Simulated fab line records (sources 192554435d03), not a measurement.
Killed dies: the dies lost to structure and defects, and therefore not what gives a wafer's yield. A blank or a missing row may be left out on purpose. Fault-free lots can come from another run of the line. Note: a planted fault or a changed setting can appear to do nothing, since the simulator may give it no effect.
The tool behind it: which one? || flow n5_finfet || 9 lots, 27 wafers sampled, at 5 steps of a route of 1938

WHAT THE GAUGES SHOWED, per wafer
N5_BEOL_M4_RC_MEAS_101.
{"lot": "L103", "measured": "day 8 15:29", "on": "prober-01", "DIBL_N (mV/V)": "37.4 34.2 36.5"}
{"lot": "L114", "measured": "day 11 06:36", "on": "prober-01", "DIBL_N (mV/V)": "34.8 35.3 36.8"}
{"lot": "L115", "measured": "day 11 18:43", "on": "prober-02", "DIBL_N (mV/V)": "34.4 35.7 35.8"}
{"lot": "L118", "measured": "day 12 07:55", "on": "prober-02", "DIBL_N (mV/V)": "37.0 37.5 37.3"}
{"lot": "L120", "measured": "day 12 21:46", "on": "prober-02", "DIBL_N (mV/V)": "37.2 37.7 38.3"}
{"lot": "L124", "measured": "day 14 04:43", "on": "prober-02", "DIBL_N (mV/V)": "36.6 37.2 34.9"}

EACH LOT AND THE TOOL THAT RAN IT (in order: tool; ch and the chambers of the sampled wafers; start)
{"lot": "L103", "N5_HKMG_FIN_DESCUM_17": "rie_diel-02 ch 0,2,3, day 4 14:04", "N5_HKMG_FIN_ETCH_86": "rie_diel-01 ch 0,1,3, day 4 15:23", "N5_HKMG_FIN_ETCHBACK_68": "rie_metal-01 ch 0,1, day 4 16:43", "N5_HKMG_FIN_ALD_72": "cvd_w-01 ch 0,1, day 4 17:35"}
{"lot": "L107", "N5_HKMG_FIN_DESCUM_17": "rie_diel-02 ch 0,1,2, day 5 17:28", "N5_HKMG_FIN_ETCH_86": "rie_diel-02 ch 1,3, day 5 18:47", "N5_HKMG_FIN_ETCHBACK_68": "rie_metal-02 ch 0,1, day 5 20:04", "N5_HKMG_FIN_ALD_72": "cvd_w-01 ch 0, day 5 20:58"}
{"lot": "L108", "N5_HKMG_FIN_DESCUM_17": "rie_diel-02 ch 1,2, day 6 00:57", "N5_HKMG_FIN_ETCH_86": "rie_diel-01 ch 0,2,3, day 6 02:16", "N5_HKMG_FIN_ETCHBACK_68": "rie_metal-02 ch 0,1, day 6 03:46", "N5_HKMG_FIN_ALD_72": "cvd_w-01 ch 0,1, day 6 04:38"}
{"lot": "L109", "N5_HKMG_FIN_DESCUM_17": "rie_diel-05 ch 0,2,3, day 6 03:33", "N5_HKMG_FIN_ETCH_86": "rie_diel-02 ch 0,1,2, day 6 05:06", "N5_HKMG_FIN_ETCHBACK_68": "rie_metal-02 ch 0,1, day 6 06:24", "N5_HKMG_FIN_ALD_72": "cvd_w-01 ch 0,1, day 6 07:17"}
{"lot": "L114", "N5_HKMG_FIN_DESCUM_17": "rie_diel-02 ch 0,2, day 7 14:01", "N5_HKMG_FIN_ETCH_86": "rie_diel-02 ch 0,2,3, day 7 15:24", "N5_HKMG_FIN_ETCHBACK_68": "rie_metal-03 ch 0,1, day 7 16:47", "N5_HKMG_FIN_ALD_72": "cvd_w-01 ch 0,1, day 7 17:40"}
{"lot": "L115", "N5_HKMG_FIN_DESCUM_17": "rie_diel-01 ch 0,1, day 7 15:15", "N5_HKMG_FIN_ETCH_86": "rie_diel-01 ch 1,3, day 7 16:41", "N5_HKMG_FIN_ETCHBACK_68": "rie_metal-01 ch 0, day 7 17:59", "N5_HKMG_FIN_ALD_72": "cvd_w-02 ch 0,1, day 7 18:53"}
{"lot": "L118", "N5_HKMG_FIN_DESCUM_17": "rie_diel-01 ch 0,1, day 8 11:23", "N5_HKMG_FIN_ETCH_86": "rie_diel-01 ch 1,2,3, day 8 12:46", "N5_HKMG_FIN_ETCHBACK_68": "rie_metal-01 ch 1, day 8 14:10", "N5_HKMG_FIN_ALD_72": "cvd_w-02 ch 0,1, day 8 15:10"}
{"lot": "L120", "N5_HKMG_FIN_DESCUM_17": "rie_diel-02 ch 0,1,2, day 8 21:16", "N5_HKMG_FIN_ETCH_86": "rie_diel-02 ch 1,2,3, day 8 22:35", "N5_HKMG_FIN_ETCHBACK_68": "rie_metal-03 ch 0,1, day 8 23:56", "N5_HKMG_FIN_ALD_72": "cvd_w-02 ch 0,1, day 9 00:49"}
{"lot": "L124", "N5_HKMG_FIN_DESCUM_17": "rie_diel-01 ch 1,2,3, day 9 20:40", "N5_HKMG_FIN_ETCH_86": "rie_diel-01 ch 1,2,3, day 9 21:59", "N5_HKMG_FIN_ETCHBACK_68": "rie_metal-01 ch 0,1, day 9 23:17", "N5_HKMG_FIN_ALD_72": "cvd_w-01 ch 0,1, day 10 00:10"}
- N5_HKMG_FIN_DESCUM_17: chemistry O2, time 7.9 s.
- N5_HKMG_FIN_ETCH_86: etches SOC in N2/H2, stops on TiN, target depth 393.2 nm.
- N5_HKMG_FIN_ETCHBACK_68: etches the open film in Cl2/Ar, stops on HfO2, target depth 0.5 nm.
- N5_HKMG_FIN_ALD_72: deposits W, target thk 2 nm, pulse time 1 s, purge time 2 s.

THE ANSWER, worked out from the rows above alone
Rule: what is usual is taken from the lots themselves. The widest of any qualifying gaps counts: lots, ordered by their means at a reading, are off when they make up no more than a third of the lots, leave a main group of 4 or more, and stand apart from it by 3 or more times the standard deviation of that group's means. A main group is skipped when, at the precision printed for the reading in the tables above, its means are all equal. A lot without any number at a reading at which 4 lots or more have one is off too. All remaining lots with rows at the step are treated as sound.
No lot is off at any reading shown: from this, nothing can be told.

WHAT THE SIMULATOR HAD PUT IN
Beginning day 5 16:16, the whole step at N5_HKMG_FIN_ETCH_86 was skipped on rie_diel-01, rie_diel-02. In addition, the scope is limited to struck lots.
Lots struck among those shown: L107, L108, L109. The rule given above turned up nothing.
